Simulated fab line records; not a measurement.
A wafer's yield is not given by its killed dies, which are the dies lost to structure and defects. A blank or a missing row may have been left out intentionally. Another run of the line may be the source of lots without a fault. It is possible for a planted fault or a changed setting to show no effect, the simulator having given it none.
2 desks looking at one fault | flow nandHarc | only its own numbers are on each desk; what lay behind them is given at the end

## DESK OF THE TOOL OWNER: wetBench-09
The tool's own readings at NHARC_A_STAIRCASE_STRIP_148 (strips in SPM, time 900 s): means of the sampled wafers that have a number, for each lot that ran on this tool. Marked OUT: a lot whose mean sits more than 4 standard deviations from the usual mean, which makes it out of limits; the brackets give that distance.
Columns: A = bathGuardTempC at NHARC_A_STAIRCASE_STRIP_148, usual 130.0 C
lot  | first seen here | A
L747 | day 10 22:46    | 130.1
L751 | day 11 19:16    | 129.6
L750 | day 12 03:44    | 130.8
L754 | day 12 21:01    | 129.9
L756 | day 14 01:34    | 130.2
This desk's verdict: no lot among the 5 shows anything out of limits.

## AT THE METROLOGY DESK
Lot by lot, what the gauges showed, no matter which tool ran the lot: averages of those sampled wafers that carry a number. Marked OUT: a lot whose mean sits more than 4 standard deviations from the usual mean, which makes it out of limits; the brackets give that distance.
Columns: A = cdNm at NHARC_THIN_TSV_CD_MEAS_37, usual 5002 nm
lot  | first seen here | A
L747 | day 19 02:26    | 5002
L746 | day 19 04:02    | 5003
L751 | day 19 10:10    | 5000
L750 | day 20 16:06    | 4999
L754 | day 21 02:58    | 5002
L756 | day 22 03:56    | 5000
L759 | day 22 07:16    | 5007
L760 | day 22 20:17    | 5004
L762 | day 23 09:49    | 5001
L763 | day 23 13:17    | 5007
L765 | day 23 20:52    | 5000
L766 | day 24 07:33    | 5000
L769 | day 24 13:17    | 5001
L768 | day 24 15:31    | 5004
This desk's verdict: no lot among the 14 shows anything out of limits.

## BROUGHT TOGETHER
The tool owner's desk saw nothing out of limits.
Metrology desk: nothing out of limits seen.

## WHAT THE SIMULATOR PUT IN
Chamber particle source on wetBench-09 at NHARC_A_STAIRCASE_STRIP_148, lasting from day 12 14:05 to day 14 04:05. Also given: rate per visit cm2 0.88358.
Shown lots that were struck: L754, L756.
